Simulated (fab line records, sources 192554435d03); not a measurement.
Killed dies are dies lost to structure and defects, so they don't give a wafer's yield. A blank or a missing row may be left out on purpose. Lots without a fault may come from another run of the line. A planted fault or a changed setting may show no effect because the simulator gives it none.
Which tool did it? | flow n5_finfet | 9 lots, 24 wafers sampled, at 6 steps of a route of 1938

WHAT THE GAUGES READ, wafer by wafer
N5_BEOL_M1_CD_MEAS_28: target cd y 23.3 nm. Usual: cd_nm 24.00 nm, standard deviation 0.27.
lot  | measured     | on        | cd_nm (nm)        | flag
L348 | day 6 11:07  | cd_sem-01 | 24.15 24.42       |
L349 | day 6 11:19  | cd_sem-01 | 23.85 24.11 24.13 |
L352 | day 7 10:01  | cd_sem-03 | 23.97 24.14 23.87 |
L353 | day 7 22:22  | cd_sem-03 | 24.17 23.78 23.95 |
L355 | day 8 08:15  | cd_sem-02 | 24.16 24.16 24.01 |
L357 | day 8 16:10  | cd_sem-03 | 23.76 23.64 23.52 |
L359 | day 9 09:00  | cd_sem-02 | 24.16 23.88       |
L362 | day 9 23:08  | cd_sem-02 | 23.80 24.24 24.44 |
L368 | day 11 02:38 | cd_sem-01 | 23.95 24.51       |

N5_BEOL_M1_OCD_MEAS_38. Usual: trench_depth_nm 55.5 nm, standard deviation 1.
lot  | measured     | on     | trench_depth_nm (nm) | flag
L348 | day 6 11:58  | ocd-02 | 56.8 56.8            |
L349 | day 6 12:37  | ocd-02 | 55.6 54.7 55.9       |
L352 | day 7 11:13  | ocd-02 | 55.8 53.8 55.7       |
L353 | day 8 06:46  | ocd-01 | 55.5 56.3 54.0       |
L355 | day 8 15:55  | ocd-02 | 54.5 56.0 56.3       |
L357 | day 8 17:01  | ocd-02 | 57.5 54.6 55.0       |
L359 | day 9 18:04  | ocd-01 | 55.9 54.8            |
L362 | day 10 00:01 | ocd-01 | 54.7 57.0 54.3       |
L368 | day 11 04:41 | ocd-01 | 55.7 80.3            | OFF

N5_BEOL_M4_RC_MEAS_101. Usual: CHAIN_V0 238 ohm/link, standard deviation 12; CHAIN_V0_max_site 247 ohm/link, standard deviation 12; DIBL_N 36.0 mV/V, standard deviation 2.2; DIBL_P 35.9 mV/V, standard deviation 2.6; IOFF_N 0.16 nA/um, standard deviation 0.038; IOFF_P 0.21 nA/um, standard deviation 0.042; ION_N 675 uA/um, standard deviation 15; ION_P 463 uA/um, standard deviation 10; SS_N 71.5 mV/dec, standard deviation 0.62; SS_P 73.2 mV/dec, standard deviation 0.76; VT_N 250 mV, standard deviation 4.1; VT_P -251 mV, standard deviation 3.6.
lot  | measured     | on        | CHAIN_V0 (ohm/link) | CHAIN_V0_max_site (ohm/link) | DIBL_N (mV/V)  | DIBL_P (mV/V)  | IOFF_N (nA/um) | IOFF_P (nA/um) | ION_N (uA/um) | ION_P (uA/um) | SS_N (mV/dec)  | SS_P (mV/dec)  | VT_N (mV)   | VT_P (mV)      | flag
L348 | day 8 00:44  | prober-01 | 224 234             | 230 243                      | 37.3 35.4      | 37.3 35.0      | 0.17 0.14      | 0.21 0.19      | 674 667       | 461 454       | 71.5 71.6      | 73.2 72.4      | 251 251     | -254 -253      |
L349 | day 8 00:55  | prober-02 | 259 252 250         | 270 264 258                  | 36.3 35.1 32.8 | 37.2 36.8 34.1 | 0.17 0.15 0.12 | 0.21 0.19 0.16 | 675 662 672   | 458 454 463   | 72.3 71.6 70.7 | 73.5 73.3 72.1 | 249 251 253 | -252 -252 -255 |
L352 | day 9 03:22  | prober-01 | 232 228 225         | 239 235 233                  | 38.7 36.1 33.1 | 39.3 35.5 32.3 | 0.21 0.16 0.12 | 0.26 0.19 0.16 | 690 675 662   | 471 459 452   | 72.2 72.4 71.2 | 74.5 73.7 72.1 | 245 249 252 | -249 -251 -253 |
L353 | day 9 19:13  | prober-01 | 236 234 241         | 242 237 248                  | 43.9 41.1 37.2 | 43.5 40.2 35.3 | 0.29 0.22 0.14 | 0.34 0.26 0.19 | 693 687 684   | 471 469 467   | 72.5 72.6 71.3 | 75.3 74.2 73.0 | 245 243 252 | -245 -247 -255 |
L355 | day 10 03:46 | prober-01 | 237 252 238         | 248 257 243                  | 35.3 37.6 39.0 | 34.6 36.8 39.5 | 0.13 0.16 0.21 | 0.17 0.20 0.24 | 673 662 684   | 464 450 464   | 70.8 71.5 72.3 | 72.6 74.0 74.1 | 251 252 246 | -255 -254 -252 |
L357 | day 10 11:47 | prober-01 | 225 262 230         | 233 268 238                  | 32.1 37.1 35.9 | 32.0 37.1 37.0 | 0.11 0.16 0.15 | 0.13 0.19 0.20 | 679 687 676   | 457 463 453   | 70.8 72.5 71.3 | 71.7 72.6 72.6 | 251 250 247 | -258 -254 -252 |
L359 | day 11 07:55 | prober-01 | 243 245             | 247 250                      | 34.9 35.5      | 34.8 36.6      | 0.14 0.15      | 0.18 0.20      | 681 666       | 466 456       | 71.4 71.6      | 72.5 73.4      | 250 246     | -250 -254      |
L362 | day 12 00:31 | prober-01 | 237 223 231         | 241 228 240                  | 35.9 34.5 33.3 | 34.9 34.9 32.4 | 0.14 0.14 0.10 | 0.17 0.17 0.15 | 670 656 632   | 458 452 438   | 71.9 71.3 71.4 | 73.3 74.0 73.3 | 253 248 254 | -257 -256 -259 |
L368 | day 13 02:10 | prober-02 | 232 188             | 240 190                      | 35.9 32.9      | 36.9 32.5      | 0.17 0.12      | 0.28 0.19      | 684 663       | 476 462       | 71.5 70.3      | 74.2 72.6      | 249 255     | -243 -249      |

WHICH TOOL RAN EACH LOT (tool, then ch and the chambers of the sampled wafers, then the start)
lot  | N5_BEOL_M1_TRENCH_ETCH_37         | N5_BEOL_M1_ETCH_41                           | N5_BEOL_M1_PRE_CLEAN_45
L348 | rie_diel-03 ch 1,3, day 6 11:48   | rie_diel-03 ch 1,3, day 6 11:58 or earlier   | pvd_sputter-03, day 6 12:26
L349 | rie_diel-03 ch 1,2,3, day 6 12:27 | rie_diel-03 ch 1,2,3, day 6 12:37 or earlier | pvd_sputter-03, day 6 12:53
L352 | rie_diel-05 ch 0,1,2, day 7 11:04 | rie_diel-05 ch 0,1,2, day 7 11:13 or earlier | pvd_sputter-02, day 7 11:34
L353 | rie_diel-02 ch 1,2, day 8 06:36   | rie_diel-02 ch 1,2, day 8 06:46 or earlier   | pvd_sputter-02, day 8 07:29
L355 | rie_diel-05 ch 0,1, day 8 15:46   | rie_diel-05 ch 0,1, day 8 15:55 or earlier   | pvd_sputter-02, day 8 16:39
L357 | rie_diel-02 ch 0,2, day 8 16:51   | rie_diel-02 ch 0,2, day 8 17:01 or earlier   | pvd_sputter-02, day 8 18:52
L359 | rie_diel-03 ch 0,3, day 9 17:54   | rie_diel-03 ch 0,3, day 9 18:04 or earlier   | pvd_sputter-02, day 9 18:35
L362 | rie_diel-03 ch 1,2, day 9 23:52   | rie_diel-03 ch 1,2, day 10 00:01 or earlier  | pvd_sputter-02, day 10 00:16
L368 | rie_diel-03 ch 1,3, day 11 04:31  | rie_diel-03 ch 1,3, day 11 04:41 or earlier  | pvd_sputter-01, day 11 05:38
- N5_BEOL_M1_TRENCH_ETCH_37: etches SiOC in C4F6/O2, target depth 55.207 nm, time 29 s.
- N5_BEOL_M1_ETCH_41: etches SiCN in CH3F/O2, target depth 31.9 nm, time 57.8 s.
- N5_BEOL_M1_PRE_CLEAN_45: time 30 s.

WHAT THE TOOLS THEMSELVES READ (means of the sampled wafers that have a number; where no wafer has one, the mark that the record gives instead)
N5_BEOL_M1_TRENCH_ETCH_37. Usual: C4F6_flow_sccm 9.998 sccm, standard deviation 0.029; bias_w 185.0 W, standard deviation 0.6; drypump_motor_current_A 5.8 A, standard deviation 0.53; oes_product_au 0.79 a.u., standard deviation 0.072; rf_vpp_V 671 V, standard deviation 14; showerhead_plenum_p_Torr 2.84 Torr, standard deviation 0.054; throttle_valve_pct 20.75 %, standard deviation 0.21.
lot  | tool        | C4F6_flow_sccm (sccm) | bias_w (W) | drypump_motor_current_A (A) | oes_product_au (a.u.) | rf_vpp_V (V) | showerhead_plenum_p_Torr (Torr) | throttle_valve_pct (%) | flag
L348 | rie_diel-03 | 10.026                | 184.6      | 5.7                         | 0.91                  | 672          | 2.88                            | 20.53                  |
L349 | rie_diel-03 | 10.022                | 184.8      | 5.7                         | 0.83                  | 668          | 2.89                            | 20.64                  |
L352 | rie_diel-05 | 9.995                 | 185.0      | 5.8                         | 0.76                  | 658          | 2.87                            | 20.65                  |
L353 | rie_diel-02 | 10.007                | 184.8      | 5.9                         | 0.77                  | 669          | 2.79                            | 20.83                  |
L355 | rie_diel-05 | 9.995                 | 184.5      | 5.7                         | 0.74                  | 661          | 2.89                            | 20.65                  |
L357 | rie_diel-02 | 9.991                 | 184.8      | 6.1                         | 0.78                  | 674          | 2.83                            | 20.79                  |
L359 | rie_diel-03 | 9.991                 | 185.6      | 5.9                         | 0.81                  | 672          | 2.80                            | 20.66                  |
L362 | rie_diel-03 | 9.978                 | 185.5      | 5.4                         | 0.76                  | 668          | 2.91                            | 20.79                  |
L368 | rie_diel-03 | 10.018                | 184.0      | 5.7                         | 0.96                  | 672          | 2.87                            | 20.61                  |

N5_BEOL_M1_ETCH_41. Usual: bias_w 75.00 W, standard deviation 0.23; drypump_motor_current_A 5.7 A, standard deviation 0.54; oes_product_au 0.79 a.u., standard deviation 0.073; rf_vpp_V 297.3 V, standard deviation 1.4; showerhead_plenum_p_Torr 1.99 Torr, standard deviation 0.04; throttle_valve_pct 16.24 %, standard deviation 0.2.
lot  | tool        | bias_w (W) | drypump_motor_current_A (A) | oes_product_au (a.u.) | rf_vpp_V (V) | showerhead_plenum_p_Torr (Torr) | throttle_valve_pct (%) | flag
L348 | rie_diel-03 | 75.09      | 5.8                         | 0.90                  | 298.0        | 2.03                            | 16.02                  |
L349 | rie_diel-03 | 74.97      | 5.7                         | 0.83                  | 298.8        | 2.04                            | 16.13                  |
L352 | rie_diel-05 | 75.00      | 5.8                         | 0.76                  | 298.2        | 2.02                            | 16.16                  |
L353 | rie_diel-02 | 75.10      | 6.0                         | 0.78                  | 295.7        | 1.96                            | 16.30                  |
L355 | rie_diel-05 | 74.88      | 5.7                         | 0.73                  | 298.7        | 2.03                            | 16.19                  |
L357 | rie_diel-02 | 75.08      | 6.1                         | 0.77                  | 297.1        | 1.99                            | 16.27                  |
L359 | rie_diel-03 | 75.12      | 5.9                         | 0.82                  | 297.4        | 1.97                            | 16.13                  |
L362 | rie_diel-03 | 75.09      | 5.4                         | 0.76                  | 297.9        | 2.05                            | 16.31                  |
L368 | rie_diel-03 | 75.05      | 5.7                         | 0.84                  | 297.4        | 2.01                            | 16.07                  |

N5_BEOL_M1_PRE_CLEAN_45. Usual: heater_power_w 327 W, standard deviation 16.
lot  | tool           | heater_power_w (W) | flag
L348 | pvd_sputter-03 | 340                |
L349 | pvd_sputter-03 | 338                |
L352 | pvd_sputter-02 | 315                |
L353 | pvd_sputter-02 | 330                |
L355 | pvd_sputter-02 | 335                |
L357 | pvd_sputter-02 | 324                |
L359 | pvd_sputter-02 | 321                |
L362 | pvd_sputter-02 | 331                |
L368 | pvd_sputter-01 | 300                |

THE ANSWER, worked out from the rows above alone
Rule: a lot is off if the mean of its wafers that have a number lies more than 3 standard deviations from the usual mean. A lot without any number at a reading at which 4 lots or more have one is off too. The other lots that the step has rows for count as sound. The gauges are gone through in route order, then the tools' own readings, and for those a lot's mean is taken as printed above. The first step at which some lot is off is used, and at that step the reading that is off furthest; a lot without a number counts as furthest.
Off: L368, at N5_BEOL_M1_OCD_MEAS_38 (trench_depth_nm).
A tool fits if, at a process step before that reading, it ran every lot that is off, and no sound lot after the first of them. The gauges at N5_BEOL_M1_OCD_MEAS_38 are tried like those tools. N5_BEOL_M1_ETCH_41 gives no start for some lots, so the hours and the order of its lots are those of N5_BEOL_M1_OCD_MEAS_38. Can't be told from this: 2 tools fit, rie_diel-03 at N5_BEOL_M1_TRENCH_ETCH_37 and N5_BEOL_M1_ETCH_41, ocd-01 at N5_BEOL_M1_OCD_MEAS_38.

WHAT THE SIMULATOR HAD PUT IN
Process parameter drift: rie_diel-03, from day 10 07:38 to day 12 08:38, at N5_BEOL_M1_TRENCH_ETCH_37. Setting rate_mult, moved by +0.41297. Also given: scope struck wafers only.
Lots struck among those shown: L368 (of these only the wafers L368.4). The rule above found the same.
